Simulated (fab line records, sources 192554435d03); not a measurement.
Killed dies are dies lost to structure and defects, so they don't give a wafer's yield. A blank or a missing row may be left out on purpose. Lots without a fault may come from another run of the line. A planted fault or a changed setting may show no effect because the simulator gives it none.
Chamber matching | flow n5_finfet | N5_HKMG_FIN_ALD_21 on ald_metal-03: 4 sister chambers
The step deposits TiN, target thk 1.5 nm, pulse time 1 s, purge time 3 s. 22 wafers are shown with their chamber, then 11 later ones without.

WAFERS WITH THEIR CHAMBER
wafer  | chamber | heater_power_w (W) | chamber_pressure_Torr (Torr) | precursor_pulse_height_rel
L076.1 | 1       | 1027               | 2.994                        | 1.012
L076.3 | 2       | 986                | 3.007                        | 0.982
L076.6 | 3       | 878                | 2.995                        | 1.020
L077.1 | 0       | 782                | 2.997                        | 0.970
L077.3 | 3       | 875                | 2.996                        | 0.984
L077.5 | 2       | 1011               | 2.995                        | 1.010
L078.2 | 1       | 1028               | 2.997                        | 0.970
L078.4 | 0       | 782                | 3.004                        | 0.969
L078.5 | 0       | 794                | 2.993                        | 1.026
L079.3 | 3       | 894                | 3.000                        | 0.973
L079.4 | 1       | 1027               | 3.005                        | 0.984
L079.6 | 0       | 779                | 2.991                        | 0.999
L080.1 | 1       | 1013               | 2.999                        | 1.013
L080.2 | 2       | 1033               | 3.000                        | 0.994
L080.6 | 2       | 1018               | 3.010                        | 0.974
L086.1 | 0       | 780                | 3.014                        | 0.988
L086.2 | 2       | 1004               | 3.003                        | 0.986
L086.5 | 0       | 764                | 3.000                        | 1.036
L087.2 | 0       | 799                | 3.005                        | 1.006
L087.4 | 2       | 1007               | 2.990                        | 0.995
L087.6 | 1       | 1012               | 2.998                        | 1.012
L091.2 | 3       | 852                | 2.985                        | 1.023

SIGNATURES (means of the wafers above)
reading                    | chamber 0 | chamber 1 | chamber 2 | chamber 3 | scatter within a chamber
heater_power_w             | 782.86    | 1021.40   | 1009.83   | 874.75    | 13.2
chamber_pressure_Torr      | 3.00057   | 2.99860   | 3.00083   | 2.99400   | 0.00683
precursor_pulse_height_rel | 0.99914   | 0.99820   | 0.99017   | 1.00000   | 0.0215
Rule: a wafer's distance from a chamber is the root of the sum, over the readings, of the square of ((its reading less the chamber's mean) divided by the reading's scatter). The wafer belongs to the nearest chamber; if the next one is less than 2 further off, it can't be placed. The scatter: the root of (the sum of the squares of (reading less its chamber's mean) over the shown wafers, divided by (wafers less chambers)).

WAFERS WITHOUT THEIR CHAMBER
wafer  | heater_power_w (W) | chamber_pressure_Torr (Torr) | precursor_pulse_height_rel
L091.4 | 791                | 2.987                        | 0.991
L091.6 | 816                | 3.005                        | 1.014
L092.2 | 1016               | 3.004                        | 1.002
L092.5 | 814                | 3.011                        | 1.015
L092.6 | 1014               | 3.004                        | 1.015
L094.4 | 1004               | 2.985                        | 1.026
L094.5 | 769                | 2.996                        | 1.007
L094.6 | 1002               | 2.995                        | 0.991
L097.1 | 1022               | 2.984                        | 1.003
L097.4 | 851                | 3.002                        | 1.011
L097.5 | 1026               | 2.999                        | 1.025

WHICH CHAMBER EACH WENT THROUGH
wafer  | from the rows above     | in truth
L091.4 | 0                       | 0
L091.6 | 0                       | 0
L092.2 | can't be placed: 2 or 1 | 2
L092.5 | 0                       | 0
L092.6 | can't be placed: 1 or 2 | 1
L094.4 | can't be placed: 1 or 2 | 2
L094.5 | 0                       | 0
L094.6 | can't be placed: 2 or 1 | 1
L097.1 | can't be placed: 1 or 2 | 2
L097.4 | 3                       | 3
L097.5 | can't be placed: 1 or 2 | 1
Placed correctly: 5 of 11. Can't be placed from these rows: 6 (the true chamber is among the candidates in 6). Placed wrongly: 0.
